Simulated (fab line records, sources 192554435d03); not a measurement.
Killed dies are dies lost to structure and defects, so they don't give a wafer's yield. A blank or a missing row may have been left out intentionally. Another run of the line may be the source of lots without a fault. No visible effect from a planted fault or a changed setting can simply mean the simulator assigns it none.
Matching of chambers :: flow n5_finfet :: 4 sister chambers for N5_BEOL_M1_ALD_98 on ald_sin-02
The step deposits SiO2, target thk 2.5 nm, pulse time 1 s, co reactant pulse time 1 s. 8 wafers are shown with their chamber, then 8 later ones without.

== WAFERS WITH THEIR CHAMBER ==
wafer: L076.5
chamber: 0
heater_power_w (W): 73
precursor_pulse_height_rel: 1.034

wafer: L080.2
chamber: 1
heater_power_w (W): 77
precursor_pulse_height_rel: 0.977

wafer: L080.3
chamber: 2
heater_power_w (W): 98
precursor_pulse_height_rel: 1.010

wafer: L080.5
chamber: 2
heater_power_w (W): 99
precursor_pulse_height_rel: 0.984

wafer: L085.3
chamber: 1
heater_power_w (W): 76
precursor_pulse_height_rel: 1.006

wafer: L085.4
chamber: 3
heater_power_w (W): 80
precursor_pulse_height_rel: 0.987

wafer: L085.6
chamber: 0
heater_power_w (W): 73
precursor_pulse_height_rel: 0.983

wafer: L086.2
chamber: 3
heater_power_w (W): 79
precursor_pulse_height_rel: 0.991

== WAFERS WHOSE CHAMBER IS MISSING ==
wafer: L086.4
heater_power_w (W): 75
precursor_pulse_height_rel: 0.985

wafer: L086.5
heater_power_w (W): 104
precursor_pulse_height_rel: 0.995

wafer: L091.1
heater_power_w (W): 81
precursor_pulse_height_rel: 1.016

wafer: L091.2
heater_power_w (W): 100
precursor_pulse_height_rel: 1.006

wafer: L091.3
heater_power_w (W): 77
precursor_pulse_height_rel: 0.988

wafer: L094.1
heater_power_w (W): 75
precursor_pulse_height_rel: 0.971

wafer: L094.2
heater_power_w (W): 80
precursor_pulse_height_rel: 1.012

wafer: L094.6
heater_power_w (W): 79
precursor_pulse_height_rel: 1.001

== WHICH CHAMBER EACH ONE RAN IN ==
wafer: L086.4
from the rows above: can't be placed: 1 or 0
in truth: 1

wafer: L086.5
from the rows above: 2
in truth: 2

wafer: L091.1
from the rows above: 3
in truth: 3

wafer: L091.2
from the rows above: 2
in truth: 2

wafer: L091.3
from the rows above: 1
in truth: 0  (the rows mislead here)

wafer: L094.1
from the rows above: can't be placed: 1 or 0
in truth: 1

wafer: L094.2
from the rows above: 3
in truth: 3

wafer: L094.6
from the rows above: 3
in truth: 3
Correctly placed: 5 of 8. From these rows, 2 cannot be placed; in 2 the true chamber is one of the candidates. Number placed wrongly: 1.
How it was worked out, from the rows above alone: a wafer's distance from a chamber is the root of the sum, over the readings, of the square of ((its reading less the chamber's mean) divided by the reading's scatter). The wafer belongs to the nearest chamber; if the next one is less than 2 further off, it can't be placed. A chamber's mean is the mean of its shown wafers. The scatter: the root of (the sum of the squares of (reading less its chamber's mean) over the shown wafers, divided by (wafers less chambers)).
